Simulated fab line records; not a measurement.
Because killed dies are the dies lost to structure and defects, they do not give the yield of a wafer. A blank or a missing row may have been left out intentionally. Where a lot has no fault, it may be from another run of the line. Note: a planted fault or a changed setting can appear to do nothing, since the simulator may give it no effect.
Which tool did it?    flow nand harc    13 lots with 39 wafers sampled at 5 steps, on a route of 1302 steps

WHAT THE GAUGES READ, wafer by wafer
NHARC_A_SGD_CUT_CD_MEAS_09 targets a cd of 100 nm. Usual: 100.1 nm for cd nm, sd 0.56.
lot   measured      on         cd nm (nm)         flag
L236  day 19 15:43  cd sem-01  99.9 99.5 99.9     
L239  day 20 15:51  cd sem-01  100.5 99.8 100.1   
L242  day 21 02:02  cd sem-03  100.5 100.0 100.1  
L241  day 22 07:10  cd sem-02  100.5 99.3 99.4    
L246  day 22 21:50  cd sem-01  99.5 100.0 99.2    
L245  day 22 22:26  cd sem-02  99.5 99.5 100.3    
L249  day 24 20:13  cd sem-03  100.3 99.0 99.9    
L251  day 25 17:28  cd sem-02  99.4 100.4 100.9   
L253  day 26 02:33  cd sem-02  100.2 99.8 99.8    
L255  day 27 01:21  cd sem-03  100.5 101.1 101.2  
L256  day 27 23:06  cd sem-02  100.8 100.0 101.0  
L257  day 28 14:05  cd sem-02  100.1 100.3 100.8  
L259  day 29 10:00  cd sem-02  100.5 101.1 99.7   

NHARC_END_SORT_01. Usual: killed at array 54, standard deviation 18; killed at other 0.7, standard deviation 0.87; killed at periphery 3.7, standard deviation 2.5; killed dies 59, standard deviation 19; killed open 3.3, standard deviation 2; killed short 2.6, standard deviation 1.6.
lot   measured      on         killed at array  killed at other  killed at periphery  killed dies  killed open  killed short  flag
L253  day 31 06:34  prober-01  30 26 21         0 1 0            4 3 2                34 30 23     3 3 0        2 2 1         

WHICH TOOL RAN EACH LOT (tool, then ch and the chambers of the sampled wafers, then the start)
lot   NHARC_A_STAIRCASE_ETCH_444          NHARC_A_SGD_CUT_SOFTBAKE_04        NHARC_A_SGD_CUT_ETCH_58
L236  rie diel-02 ch 2,3, day 19 07:47    litho track-04 ch 0, day 19 15:00  rie diel-06 ch 0,1,2, day 19 16:01
L239  rie diel-02 ch 0,1, day 20 08:31    litho track-04 ch 0, day 20 15:00  rie diel-11 ch 1,2, day 20 16:07
L242  rie diel-09 ch 0,1,3, day 20 18:18  litho track-06 ch 0, day 21 01:00  rie diel-11 ch 0,1,3, day 21 02:19
L241  rie diel-02 ch 1,2, day 21 23:20    litho track-06 ch 0, day 22 06:00  rie diel-06 ch 2,3, day 22 07:28
L246  rie diel-09 ch 0,3, day 22 14:11    litho track-06 ch 0, day 22 21:00  rie diel-07 ch 2,3, day 22 22:07
L245  rie diel-02 ch 0,2, day 22 14:43    litho track-06 ch 0, day 22 21:00  rie diel-11 ch 0,3, day 22 22:42
L249  rie diel-09 ch 1,2, day 24 12:26    litho track-01 ch 0, day 24 19:00  rie diel-07 ch 0,1,2, day 24 20:30
L251  rie diel-09 ch 1,2,3, day 25 09:43  litho track-01 ch 0, day 25 17:00  rie diel-06 ch 0,1,3, day 25 17:44
L253  rie diel-09 ch 0,1,2, day 25 19:40  litho track-01 ch 0, day 26 02:00  rie diel-11 ch 1,2,3, day 26 02:50
L255  rie diel-02 ch 0,1, day 26 17:30    litho track-04 ch 0, day 27 00:00  rie diel-06 ch 1,2,3, day 27 01:38
L256  rie diel-05 ch 0,2,3, day 27 15:14  litho track-04 ch 0, day 27 22:00  rie diel-11 ch 0,1,3, day 27 23:23
L257  rie diel-09 ch 0,1,3, day 28 06:44  litho track-06 ch 0, day 28 13:00  rie diel-07 ch 0,1,3, day 28 14:21
L259  rie diel-09 ch 2,3, day 29 02:25    litho track-06 ch 0, day 29 09:00  rie diel-07 ch 0,3, day 29 10:16
- NHARC_A_STAIRCASE_ETCH_444: etches the open film in C4F8/O2, target depth 20400 nm, time 6800 s.
- NHARC_A_SGD_CUT_SOFTBAKE_04: time 55 s.
- NHARC_A_SGD_CUT_ETCH_58: etches the open film in CF4, target depth 39 nm, time 65 s.

WHAT THE TOOLS THEMSELVES READ (means of the sampled wafers that have a number; where no wafer has one, the mark that the record gives instead)
NHARC_A_STAIRCASE_ETCH_444. Usual: oes product au 0.938 a.u., standard deviation 0.022; rf vpp V 805 V, standard deviation 4.9.
lot   tool         oes product au (a.u.)  rf vpp V (V)  flag
L236  rie diel-02  0.944                  804           
L239  rie diel-02  0.975                  802           
L242  rie diel-09  0.930                  806           
L241  rie diel-02  0.920                  801           
L246  rie diel-09  0.973                  805           
L245  rie diel-02  0.929                  800           
L249  rie diel-09  0.928                  804           
L251  rie diel-09  0.926                  806           
L253  rie diel-09  0.929                  803           
L255  rie diel-02  0.995                  801           
L256  rie diel-05  0.921                  806           
L257  rie diel-09  0.925                  804           
L259  rie diel-09  0.921                  808           

NHARC_A_SGD_CUT_SOFTBAKE_04. Usual: 188.43 W for heater power total W, sd 0.12.
lot   tool            heater power total W (W)  flag
L236  litho track-04  188.55                    
L239  litho track-04  188.36                    
L242  litho track-06  188.39                    
L241  litho track-06  188.39                    
L246  litho track-06  380.28                    OFF
L245  litho track-06  380.11                    OFF
L249  litho track-01  188.51                    
L251  litho track-01  188.59                    
L253  litho track-01  188.42                    
L255  litho track-04  188.37                    
L256  litho track-04  188.48                    
L257  litho track-06  188.46                    
L259  litho track-06  188.48                    

NHARC_A_SGD_CUT_ETCH_58. Usual: drypump motor current A 5.8 A, standard deviation 0.34; oes product au 0.993 a.u., standard deviation 0.0093; rf vpp V 151.4 V, standard deviation 1.1; showerhead plenum p Torr 1.77 Torr, standard deviation 0.062; throttle valve pct 13.284 %, standard deviation 0.0084.
lot   tool         drypump motor current A (A)  oes product au (a.u.)  rf vpp V (V)  showerhead plenum p Torr (Torr)  throttle valve pct (%)  flag
L236  rie diel-06  5.8                          0.999                  151.3         1.76                             13.289                  
L239  rie diel-11  5.7                          0.996                  150.0         1.76                             13.292                  
L242  rie diel-11  5.7                          0.993                  152.8         1.80                             13.282                  
L241  rie diel-06  6.0                          1.002                  150.4         1.71                             13.282                  
L246  rie diel-07  5.5                          0.994                  152.3         1.80                             13.276                  
L245  rie diel-11  5.8                          0.987                  152.4         1.83                             13.286                  
L249  rie diel-07  5.7                          0.996                  151.5         1.82                             13.290                  
L251  rie diel-06  6.0                          0.986                  150.8         1.77                             13.275                  
L253  rie diel-11  5.8                          1.003                  150.8         1.73                             13.298                  
L255  rie diel-06  6.0                          0.994                  151.2         1.75                             13.284                  
L256  rie diel-11  5.8                          0.988                  151.1         1.80                             13.286                  
L257  rie diel-07  5.9                          0.999                  151.2         1.79                             13.295                  
L259  rie diel-07  6.1                          0.997                  151.1         1.76                             13.283                  

THE ANSWER, worked out from the rows above alone
Rule: a lot is off if the mean of its wafers that have a number lies more than 3 standard deviations from the usual mean. A lot without any number at a reading at which 4 lots or more have one is off too. Any other lot the step has rows for is counted as sound. After the gauges, taken in route order, come the tools' own readings; for these a lot's mean is taken, as printed above. The first step at which some lot is off is used, and at that step the reading that is off furthest; a lot without a number counts as furthest.
Off: L246, L245, at NHARC_A_SGD_CUT_SOFTBAKE_04 (heater power total W).
A tool fits if, at that step or a process step before it, it ran every lot that is off, and no sound lot after the first of them. Of those tried, none fits.

WHAT HAD BEEN PUT IN BY THE SIMULATOR
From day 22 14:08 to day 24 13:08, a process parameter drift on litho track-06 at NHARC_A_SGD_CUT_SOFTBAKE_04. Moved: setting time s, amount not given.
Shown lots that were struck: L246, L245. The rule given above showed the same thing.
